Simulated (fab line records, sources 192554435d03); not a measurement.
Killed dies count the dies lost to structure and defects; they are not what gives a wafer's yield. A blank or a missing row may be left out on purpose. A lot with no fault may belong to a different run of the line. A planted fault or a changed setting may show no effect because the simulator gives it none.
Split-lot study + flow n5_finfet + 21 wafers read from 7 lots, route of 1938 steps

== THE SPLIT ==
At N5_BEOL_M15_SPUTTER_44 (material Ta, target thk 15 nm, time 24.19 s), the setting power_w was moved away from the recipe's 15000 W on 3 of the 21 wafers read, by -16.8% to -8.1%. This setting was run at the recipe's value on the other wafers.

The reading comes from the split's own step.

== THE READING ==
Ta_of_BEOL_M15_SPUTTER_44.thk_nm (the simulator's own value, which no gauge read), in nm, at N5_BEOL_M15_SPUTTER_44 (material Ta, target thk 15 nm, time 24.19 s). The file does not state a usual value for it. Here, 18 wafers ran the recipe; their average is 15.1 nm with a standard deviation of 0.23 nm.

| wafer  | tool, chamber at the split | power_w as run, W | against the recipe | Ta_of_BEOL_M15_SPUTTER_44.thk_nm, nm | against lot-mates on the recipe |
|--------|----------------------------|-------------------|--------------------|--------------------------------------|---------------------------------|
| L078.3 | pvd_sputter-02, -          | 15000             | recipe             | 15.2                                 | -                               |
| L078.4 | pvd_sputter-02, -          | 15000             | recipe             | 15.2                                 | -                               |
| L078.6 | pvd_sputter-02, -          | 15000             | recipe             | 15                                   | -                               |
| L079.1 | pvd_sputter-03, -          | 15000             | recipe             | 15                                   | -                               |
| L079.3 | pvd_sputter-03, -          | 15000             | recipe             | 15.6                                 | -                               |
| L079.5 | pvd_sputter-03, -          | 15000             | recipe             | 15.6                                 | -                               |
| L083.2 | pvd_sputter-03, -          | 15000             | recipe             | 14.8                                 | -                               |
| L083.5 | pvd_sputter-03, -          | 15000             | recipe             | 14.8                                 | -                               |
| L083.6 | pvd_sputter-03, -          | 15000             | recipe             | 15                                   | -                               |
| L084.2 | pvd_sputter-02, -          | 15000             | recipe             | 15.4                                 | -                               |
| L084.3 | pvd_sputter-02, -          | 15000             | recipe             | 15                                   | -                               |
| L084.4 | pvd_sputter-02, -          | 15000             | recipe             | 14.8                                 | -                               |
| L085.1 | pvd_sputter-03, -          | 15000             | recipe             | 15.2                                 | -                               |
| L085.6 | pvd_sputter-03, -          | 15000             | recipe             | 15.2                                 | -                               |
| L085.5 | pvd_sputter-03, -          | 15000             | recipe             | 15                                   | -                               |
| L088.1 | pvd_sputter-03, -          | 15000             | recipe             | 15                                   | -                               |
| L088.3 | pvd_sputter-03, -          | 13780             | -8.1%              | 14.2                                 | -0.8                            |
| L088.5 | pvd_sputter-03, -          | 13780             | -8.1%              | 14.2                                 | -0.8                            |
| L087.1 | pvd_sputter-01, -          | 15000             | recipe             | 15                                   | -                               |
| L087.2 | pvd_sputter-01, -          | 15000             | recipe             | 15                                   | -                               |
| L087.3 | pvd_sputter-01, -          | 12480             | -16.8%             | 12.4                                 | -2.6                            |

THE FIT
A straight line over all 21 wafers: Ta_of_BEOL_M15_SPUTTER_44.thk_nm changes by +0.146 nm for each +1% of power_w; r = +0.93; the points scatter about the line by 0.25 nm.
The same after taking each lot's own level away (the mean of its wafers on the recipe; 21 wafers): +0.138 nm for each +1%; r = +0.95; scatter 0.2 nm.
The reading moves by 2.3 nm for the largest change in power_w, on that fit.
Measured against the standard deviation above, the lots' own levels, which go from 14.87 to 15.40 nm, span 2.3 times it.
The two slopes are in agreement: the lot-to-lot level therefore moves the slope only a little.
Check: for one of the wafers moved furthest among these (-16.8%), held out of the fit, the line's prediction against its lot-mates is -1.65 nm. Against them it came out at -2.6 nm.

== OTHER SPLITS ON THESE WAFERS ==
Note: prior to the reading, these wafers also went through further splits. Each is held against what the fit with the lots' levels taken away leaves over:
| other split on the same wafers | wafers away from the commonest value | r with Ta_of_BEOL_M15_SPUTTER_44.thk_nm (lot level and that fit taken away) |
|--------------------------------|--------------------------------------|-----------------------------------------------------------------------------|
| N5_BEOL_M13_ILD_DEP_00 time_s  | 7                                    | -0.24                                                                       |
| N5_BEOL_M13_COAT_58 spin_rpm   | 7                                    | -0.17                                                                       |
| N5_BEOL_M14_DEP_53 time_s      | 9                                    | +0.10                                                                       |

== THE FILE'S OWN FIT ==
Ta_of_BEOL_M15_SPUTTER_44.thk_nm changes by +0.144 nm for each +1% of power_w, r = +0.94.
